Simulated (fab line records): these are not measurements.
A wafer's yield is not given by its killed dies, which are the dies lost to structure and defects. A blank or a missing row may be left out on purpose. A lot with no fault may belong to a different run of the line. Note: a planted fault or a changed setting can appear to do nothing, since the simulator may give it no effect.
Matching of chambers | flow nand-harc | 4 sister chambers for NHARC_A_CHANNEL_FILL_D2_ALD_25 on ald-hk-01
The step deposits SiOx, target thk 60 nm, pulse time 10 s, ald cycles 600. 8 wafers are shown with their chamber, then 7 later ones without.

== WAFERS WITH THEIR CHAMBER ==
wafer  | chamber | heater-power-w (W) | heater-power-outer-w (W)
L595.5 | 1       | 489                | 263
L595.6 | 2       | 480                | 272
L598.4 | 1       | 485                | 275
L598.2 | 0       | 392                | 216
L597.2 | 0       | 396                | 214
L597.6 | 3       | 520                | 271
L604.3 | 2       | 517                | 291
L604.1 | 3       | 499                | 276

== WAFERS WITHOUT THEIR CHAMBER ==
wafer  | heater-power-w (W) | heater-power-outer-w (W)
L604.4 | 403                | 228
L606.3 | 488                | 275
L606.1 | 498                | 278
L606.5 | 479                | 277
L607.3 | 513                | 271
L607.4 | 410                | 222
L607.5 | 514                | 275

== THE CHAMBER EACH PASSED THROUGH ==
wafer  | from the rows above          | in truth
L604.4 | 0                            | 0
L606.3 | can't be placed: 1 or 2 or 3 | 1
L606.1 | can't be placed: 2 or 3 or 1 | 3
L606.5 | can't be placed: 1 or 2 or 3 | 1
L607.3 | can't be placed: 3 or 2 or 1 | 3
L607.4 | 0                            | 0
L607.5 | can't be placed: 3 or 2 or 1 | 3
Placed correctly: 2 of 7. Can't be placed from these rows: 5 (the true chamber is among the candidates in 5). 0 placed wrongly.
How it was worked out, from the rows above alone: a wafer's distance from a chamber is the root of the sum, over the readings, of the square of ((its reading less the chamber's mean) divided by the reading's scatter). The wafer belongs to the nearest chamber; if the next one is less than 2 further off, it can't be placed. Each chamber's mean is taken over the wafers shown for it. The scatter: the root of (the sum of the squares of (reading less its chamber's mean) over the shown wafers, divided by (wafers less chambers)).
